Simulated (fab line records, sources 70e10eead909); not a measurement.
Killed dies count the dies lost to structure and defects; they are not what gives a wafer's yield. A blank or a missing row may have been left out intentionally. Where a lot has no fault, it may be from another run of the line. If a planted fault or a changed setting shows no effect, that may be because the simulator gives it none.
Chamber matching -- flow nand-harc -- NHARC_P_M0_ETCH_34 on rie-diel-03: 4 sister chambers
The step etches the open film in N2/H2, target depth 40 nm, overetch 12 nm, time 43.94 s. 8 wafers are shown with their chamber, then 9 later ones without.

## WAFERS PAIRED WITH THEIR CHAMBERS
wafer,chamber,rf-vpp-V (V),bias-w (W)
L080.2,2,427.4,150.9
L081.5,2,430.9,150.4
L084.1,1,428.8,149.4
L088.5,1,430.2,150.4
L088.6,0,426.7,150.6
L089.1,0,428.2,149.3
L089.3,3,434.5,149.7
L089.6,3,435.1,149.5

## WAFERS WITH NO CHAMBER GIVEN
wafer,rf-vpp-V (V),bias-w (W)
L094.2,426.7,149.5
L094.3,428.8,149.7
L094.5,435.6,149.8
L095.3,428.8,149.2
L095.4,435.6,150.0
L095.6,429.9,149.0
L097.1,426.6,149.4
L097.4,434.3,150.5
L097.5,427.9,149.8

## THE CHAMBER EACH PASSED THROUGH
wafer,from the rows above,in truth
L094.2,can't be placed: 0 or 1 or 2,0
L094.3,can't be placed: 1 or 0 or 2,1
L094.5,3,3
L095.3,can't be placed: 1 or 0 or 2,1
L095.4,3,3
L095.6,can't be placed: 1 or 0 or 2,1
L097.1,can't be placed: 0 or 1 or 2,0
L097.4,can't be placed: 3 or 1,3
L097.5,can't be placed: 0 or 1 or 2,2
2 of 9 placed correctly. Unplaceable from these rows: 7, with the true chamber sitting among the candidates in 7. 0 placed wrongly.
How it was worked out, from the rows above alone: a wafer's distance from a chamber is the root of the sum, over the readings, of the square of ((its reading less the chamber's mean) divided by the reading's scatter). The wafer belongs to the nearest chamber; if the next one is less than 2 further off, it can't be placed. For every chamber, the mean is computed from those of its wafers that are shown. How the scatter is found: for the shown wafers, subtract from each reading the mean of its chamber, square and add these, divide the total by (wafers less chambers), then take the root.
